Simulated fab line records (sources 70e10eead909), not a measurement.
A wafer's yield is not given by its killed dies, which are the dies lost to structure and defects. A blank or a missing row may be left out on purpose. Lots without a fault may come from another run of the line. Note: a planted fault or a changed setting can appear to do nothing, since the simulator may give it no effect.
Problem report, 8D (eight disciplines) form, completed by code    flow nand harc    the parts of the form that need people (team, actions taken, sign-off) are left out

== 1. THE PROBLEM ==
Mean of exposure dose mJ cm2 at NHARC_A_STAIRCASE_EXPOSE_214: 28.11 across 6 wafers in 2 lots; on wafers with no fault it is 31.26 (standard deviation 0.032). That puts it -98 standard deviations away from the usual mean.
The step: exposes mask STAIR 3.
First seen on wafer L348.1, day 15 09:47, on krf scanner-04. Wafers with a number at this step in the record: 39, from 13 lots. By rule, "out" or "out of limits" means more than 4 standard deviations away from the usual mean. All remaining wafers that have a number are taken as sound.

== 2. WHAT IT IS, WHAT IT ISN'T ==
question                     is                      is not
which readings at this step  exposure dose mJ cm2    -
which lots                   L348, L351              L331, L332, L333, L334, L336, L337, L339, L341, L342, L353, L354
which wafers of those lots   all that have a number  -
read on which tools          krf scanner-04          krf scanner-02, krf scanner-03
when                         from day 15 09:47       up to then (27 sound wafers); but 6 sound wafers of L353, L354 came after

== 3. SUSPECTS, AND WHAT RULES EACH OUT ==
Counting: a tool at a process step up to the reading stays a suspect if it ran every lot that is out and no sound lot after the first of them.
- krf scanner-04 at NHARC_A_STAIRCASE_EXPOSE_214 (exposes mask STAIR 3): kept. Every lot that is out went through it, starting with L348 (day 15 09:47), and after that it ran no sound lot; the last sound lot it ran before then is L341 (day 13 18:31). On those wafers its own readings are out: exposure dose mJ cm2.
After counting, what remains is krf scanner-04 at NHARC_A_STAIRCASE_EXPOSE_214.

== 4. THE CAUSE (what the simulator had put in) ==
Drift in process parameters on krf scanner-04 at NHARC_A_STAIRCASE_EXPOSE_214, starting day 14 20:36. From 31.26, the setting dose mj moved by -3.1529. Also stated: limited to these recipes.
Counting left only this tool.

== 5. THE CHAIN OF EFFECTS, in route order ==
One row per reading whose mean, taken over the struck wafers that have a number, lies over 3 standard deviations from the usual. Only readings for which the record gives a usual standard deviation are gone through. hours: the time from each lot's start at the first step in this table that gives one to its start at this step, as a median over the lots. sigmas: the change in usual standard deviations.
hours  step                          reading               usual  on struck wafers  change  sigmas
0      NHARC_A_STAIRCASE_EXPOSE_214  exposure dose mJ cm2  31.26  28.11             -3.15   -98
It contains these process steps:
- NHARC_A_STAIRCASE_EXPOSE_214: exposes mask STAIR 3.
Later measuring or inspecting steps at which every struck wafer that the step has a row for has a number for every such reading, and none has moved that far: NHARC_END_SORT_01.

== 6. WHAT WOULD HAVE CAUGHT IT SOONER ==
13 hours passed between the start of the fault at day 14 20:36 and the first reading out of limits in this record, taken at day 15 09:47.
